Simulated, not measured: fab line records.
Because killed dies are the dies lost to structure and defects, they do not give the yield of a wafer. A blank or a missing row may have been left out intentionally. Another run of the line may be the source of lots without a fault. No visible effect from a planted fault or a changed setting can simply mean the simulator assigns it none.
One fault seen from 2 desks || flow n5Finfet || only its own numbers are on each desk; what lay behind them is given at the end

TOOL OWNER'S DESK, rieDiel-01
The tool's own readings at N5_BEOL_M7_ETCH_66 (etches SOC in N2/H2, target depth 80 nm, overetch 16 nm, time 120 s): means of the sampled wafers that have a number, for each lot that ran on this tool. If a lot's mean is further than 4 standard deviations from the usual mean, the lot is out of limits and carries the mark OUT (the distance appears in the brackets). 7 of its 8 readings are shown: the first one out of limits and those lying furthest out on some lot.
Columns: A = biasW at N5_BEOL_M7_ETCH_66, usual 150.0 W; B = chamberPressureMTorr at N5_BEOL_M7_ETCH_66, usual 30.002 mTorr; C = oesProductAu at N5_BEOL_M7_ETCH_66, usual 0.59 a.u.; D = rfFwdPowerW at N5_BEOL_M7_ETCH_66, usual 834.9 W; E = rfVppV at N5_BEOL_M7_ETCH_66, usual 523.5 V; F = showerheadPlenumPTorr at N5_BEOL_M7_ETCH_66, usual 2.53 Torr; G = throttleValvePct at N5_BEOL_M7_ETCH_66, usual 17.81 %
{"lot": "L555", "first seen here": "day 10 01:12", "A": 150.3, "B": 30.011, "C": 0.65, "D": 832.2, "E": 526.0, "F": 2.58, "G": 17.84}
{"lot": "L556", "first seen here": "day 10 11:28", "A": 150.4, "B": 30.023, "C": 0.53, "D": 832.5, "E": 520.9, "F": 2.46, "G": 18.18}
{"lot": "L557", "first seen here": "day 10 19:46", "A": 150.3, "B": 30.018, "C": 0.53, "D": 832.3, "E": 520.6, "F": 2.43, "G": 17.93}
{"lot": "L570", "first seen here": "day 13 13:53", "A": "164.2 (+32) OUT", "B": 30.028, "C": 0.66, "D": 835.3, "E": "555.2 (+11) OUT", "F": 2.55, "G": 17.94}
This desk finds L570 out of limits, L570 being first, at day 13 13:53 (biasW at N5_BEOL_M7_ETCH_66). In limits: L555, L556, L557.

FROM THE METROLOGY DESK
Lot by lot, what the gauges showed, no matter which tool ran the lot: averages of those sampled wafers that carry a number. If a lot's mean is further than 4 standard deviations from the usual mean, the lot is out of limits and carries the mark OUT (the distance appears in the brackets).
Columns: A = V6_OVL at N5_BEOL_M7_OVL_MEAS_29, usual 0.1 nm; B = trenchDepthNm at N5_BEOL_M7_OCD_MEAS_38, usual 93.0 nm
{"lot": "L549", "first seen here": "day 8 13:17", "A": 1.1, "B": 90.9}
{"lot": "L552", "first seen here": "day 9 12:23", "A": 0.0, "B": 92.6}
{"lot": "L553", "first seen here": "day 9 21:07", "A": 0.5, "B": 91.5}
{"lot": "L555", "first seen here": "day 10 01:02", "A": 0.4, "B": 94.6}
{"lot": "L556", "first seen here": "day 10 11:19", "A": -0.2, "B": 91.2}
{"lot": "L558", "first seen here": "day 10 14:19", "A": -0.3, "B": 93.3}
{"lot": "L557", "first seen here": "day 10 19:34", "A": 0.6, "B": 90.9}
{"lot": "L560", "first seen here": "day 11 08:33", "A": -0.2, "B": 91.8}
{"lot": "L562", "first seen here": "day 11 22:22", "A": 0.1, "B": 93.8}
{"lot": "L565", "first seen here": "day 12 06:08", "A": -0.4, "B": 92.7}
{"lot": "L570", "first seen here": "day 13 13:43", "A": -1.0, "B": 94.2}
{"lot": "L572", "first seen here": "day 14 18:21", "A": 1.0, "B": 94.4}
This desk's finding: nothing out of limits on any of the 12 lots.

BROUGHT TOGETHER
At day 13 13:53, on L570, the tool owner's desk was in a position to raise an alarm.
From the metrology desk's view, nothing was out of limits.
The metrology desk holds a record of L570, inside its limits.
Of the lots named, all ran N5_BEOL_M7_ETCH_66 on rieDiel-01.

WHAT THE SIMULATOR HAD PUT IN
rieDiel-01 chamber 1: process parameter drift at N5_BEOL_M7_ETCH_66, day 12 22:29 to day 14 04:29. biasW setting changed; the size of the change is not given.
Struck lots among those shown: L570.
Delay in hours, fault start to first out-of-limits reading, by desk: the tool owner's desk at 15.
